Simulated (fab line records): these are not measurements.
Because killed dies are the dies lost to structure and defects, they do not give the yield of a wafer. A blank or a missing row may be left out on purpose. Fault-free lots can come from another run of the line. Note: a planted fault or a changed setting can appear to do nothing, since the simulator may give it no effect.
8D (eight disciplines) problem report, filled in by code | flow n5 finfet | the parts of the form that need people (team, actions taken, sign-off) are left out

1. WHAT WENT WRONG
raw defect count at N5_BEOL_M0_INSPECT_127 reads a mean of 1070 on 2 wafers of 2 lots; wafers without a fault read 77 with a standard deviation of 24. That puts it +41 standard deviations away from the usual mean.
The step: inspects for defects (darkfield).
Earliest sighting: wafer L432.1 on defect inspect-01 at day 9 11:19. The record holds 29 wafers of 10 lots with a number at this step. Rule for "out", or "out of limits": more than 4 standard deviations from the usual mean. The rest of the wafers with a number are treated as sound.

2. WHAT IT IS; WHAT IT IS NOT
question                    | is                                   | is not
which readings at this step | raw defect count                     | -
which lots                  | L432, L435                           | L420, L421, L422, L437, L438, L440, L442, L443
which wafers of those lots  | L432.1, L435.6                       | L432.3, L432.4, L435.1, L435.5
read on which gauges        | defect inspect-01, defect inspect-02 | -
when                        | from day 9 11:19                     | up to then (11 sound wafers); but 16 sound wafers of L435, L437, L438, L440, L442, L443 came after

3. SUSPECTS, AND WHAT RULES EACH OUT
Counting: a tool at a process step up to the reading stays a suspect if it ran every lot that is out. Sound lots after the first of them don't rule it out here, since some wafers of a struck lot are sound.
- ruled out: the gauge at N5_BEOL_M0_INSPECT_127. 2 gauges (defect inspect-01, defect inspect-02) read the wafers that are out.
- pecvd-03 at N5_BEOL_M0_PRE_CLEAN_124 (time 15 s): kept. It ran every lot that is out, first L432 (day 9 11:12); its last sound lot up to then is L422 (day 6 22:13).
After counting, what remains is pecvd-03 at N5_BEOL_M0_PRE_CLEAN_124.

4. THE CAUSE (what the simulator had put in)
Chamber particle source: pecvd-03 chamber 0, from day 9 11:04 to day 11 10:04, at N5_BEOL_M0_PRE_CLEAN_124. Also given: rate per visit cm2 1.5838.
Only this tool survived the counting.

5. SEQUENCE OF EFFECTS, ordered by route
Each row: a reading where the mean over the struck wafers with a number is more than 3 standard deviations away from the usual. Scope: only readings with a usual standard deviation given in the record; hours: median across lots of the time from each lot's start at the first step in this table that gives one to its start at this step; sigmas: change in usual standard deviations.
hours | step                    | reading              | usual  | on struck wafers | change | sigmas
0     | N5_BEOL_M0_INSPECT_127  | raw defect count     | 77     | 1070             | +993   | +41
2     | N5_BEOL_M1_INSPECT_13   | raw defect count     | 438    | 1480             | +1042  | +11
160   | N5_PASSIVATION_PROBE_49 | defect limited yield | 91.4 % | 80.8             | -10.6  | -7.0
160   | N5_PASSIVATION_PROBE_49 | killed_at_M0_to_M3   | 34     | 152              | +118   | +12
160   | N5_PASSIVATION_PROBE_49 | killed dies          | 101    | 226              | +126   | +7.0
160   | N5_PASSIVATION_PROBE_49 | killed on rim        | 14     | 43               | +29    | +6.6
160   | N5_PASSIVATION_PROBE_49 | sort_bin_5_function  | 5.0 %  | 11.0             | +6.0   | +6.2
160   | N5_PASSIVATION_PROBE_49 | sort n pass          | 1079   | 954              | -126   | -7.0
160   | N5_PASSIVATION_PROBE_49 | sort yield pct       | 91.4 % | 80.8             | -10.6  | -7.0
Here are the process steps it includes:
- N5_PASSIVATION_PROBE_49
At these later measuring or inspecting steps, every struck wafer for which the step has a row has a number for every such reading, and none has moved that far: N5_BEOL_M4_RC_MEAS_101.

6. WHAT WOULD HAVE CAUGHT IT SOONER
In this record the first reading out of limits at a measuring or inspecting step was taken at day 9 11:19, 0 hours after the fault began at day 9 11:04.
Of the lots that are out (2), L435 began N5_BEOL_M0_PRE_CLEAN_124 on pecvd-03 after day 9 11:19. Had the tool been put on hold then, it would have been spared.
